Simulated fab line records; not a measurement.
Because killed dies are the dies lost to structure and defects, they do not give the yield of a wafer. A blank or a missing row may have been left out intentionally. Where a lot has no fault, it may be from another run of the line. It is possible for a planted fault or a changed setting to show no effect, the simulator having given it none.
A single fault, viewed from 3 desks :: flow n5Finfet :: what lay behind the numbers comes last; until then each desk has only its own

AT THE METROLOGY DESK
What the gauges read, lot by lot, whatever tool the lot ran on: means of the sampled wafers that have a number. Any lot whose mean is over 4 standard deviations away from the usual mean is out of limits and marked OUT; that distance is given in the brackets.
Columns: A = M6_ILD_THK at N5_BEOL_M6_THK_MEAS_01, usual 156.0 nm; B = cdNm at N5_BEOL_M6_CD_MEAS_11, usual 38.6 nm; C = cdNm at N5_BEOL_M6_CD_MEAS_18, usual 40.1 nm
lot: L237
first seen here: day 9 00:18
A: 157.5
B: 38.8
C: 40.4

lot: L240
first seen here: day 9 03:21
A: 154.6
B: 38.5
C: 40.2

lot: L241
first seen here: day 9 15:05
A: 157.1
B: 38.1
C: 39.3

lot: L242
first seen here: day 9 16:32
A: 152.9
B: 39.0
C: 40.1

lot: L244
first seen here: day 10 07:01
A: 157.8
B: 38.7
C: 39.8

lot: L246
first seen here: day 10 11:49
A: 154.6
B: 38.0
C: 39.8

lot: L250
first seen here: day 12 10:56
A: 159.1
B: 41.1 (+4.5) OUT
C: 42.6

lot: L253
first seen here: day 12 19:48
A: 152.4
B: 40.2
C: 41.5

lot: L256
first seen here: day 13 10:47
A: 155.3
B: 38.7
C: 40.0

lot: L258
first seen here: day 13 21:01
A: 153.7
B: 38.7
C: 40.2

lot: L259
first seen here: day 14 06:29
A: 157.0
B: 37.9
C: 39.8
Finding of this desk: L250 out of limits; the first was L250 at day 12 13:23, on cdNm at N5_BEOL_M6_CD_MEAS_11. Within limits: L237, L240, L241, L242, L244, L246, L253, L256, L258, L259.

THE DEFECT DESK
What the inspections along the route counted, lot by lot: means of the sampled wafers that have a number. Any lot whose mean is over 4 standard deviations away from the usual mean is out of limits and marked OUT; that distance is given in the brackets.
Columns: A = rawDefectCount at N5_BEOL_M6_INSPECT_13, usual 394
lot: L237
first seen here: day 9 03:20
A: 436

lot: L240
first seen here: day 9 04:22
A: 506

lot: L241
first seen here: day 9 15:37
A: 427

lot: L242
first seen here: day 9 18:07
A: 371

lot: L244
first seen here: day 10 07:32
A: 395

lot: L246
first seen here: day 10 13:26
A: 371

lot: L250
first seen here: day 12 13:26
A: 375

lot: L253
first seen here: day 12 21:34
A: 376

lot: L256
first seen here: day 13 12:24
A: 426

lot: L258
first seen here: day 13 23:04
A: 321

lot: L259
first seen here: day 14 08:19
A: 309
This desk's verdict: no lot among the 11 shows anything out of limits.

TOOL OWNER'S DESK, arfiScanner-02
The tool's own readings at N5_BEOL_M6_EXPOSE_08 (exposes mask M6): means of the sampled wafers that have a number, for each lot that ran on this tool. Any lot whose mean is over 4 standard deviations away from the usual mean is out of limits and marked OUT; that distance is given in the brackets.
Columns: A = exposureDoseMJCm2 at N5_BEOL_M6_EXPOSE_08, usual 68.22
lot: L237
first seen here: day 9 03:10
A: 68.23

lot: L242
first seen here: day 9 17:56
A: 68.18

lot: L250
first seen here: day 12 13:15
A: 71.41 (+42) OUT

lot: L253
first seen here: day 12 21:24
A: 70.73 (+34) OUT
Finding of this desk: L250, L253 out of limits; the first was L250 at day 12 13:15, on exposureDoseMJCm2 at N5_BEOL_M6_EXPOSE_08. Within limits: L237, L242.

BROUGHT TOGETHER
At day 12 13:15, on L250, L253, the tool owner's desk was in a position to raise an alarm.
At day 12 13:23 the metrology desk could have sounded an alarm, on L250.
Nothing out of limits was seen by the defect desk.
The metrology desk holds a record of L253, inside its limits.
The defect desk has L250, L253 on record, within its limits.
Every lot named ran N5_BEOL_M6_EXPOSE_08 on arfiScanner-02.

WHAT WAS PUT IN BY THE SIMULATOR
Drift in process parameters on arfiScanner-02 at N5_BEOL_M6_EXPOSE_08, starting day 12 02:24. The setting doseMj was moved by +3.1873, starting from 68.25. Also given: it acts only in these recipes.
Lots struck among those shown: L250, L253.
Time in hours from fault onset to the first out-of-limits reading at each desk: tool owner's desk 11, metrology desk 11.
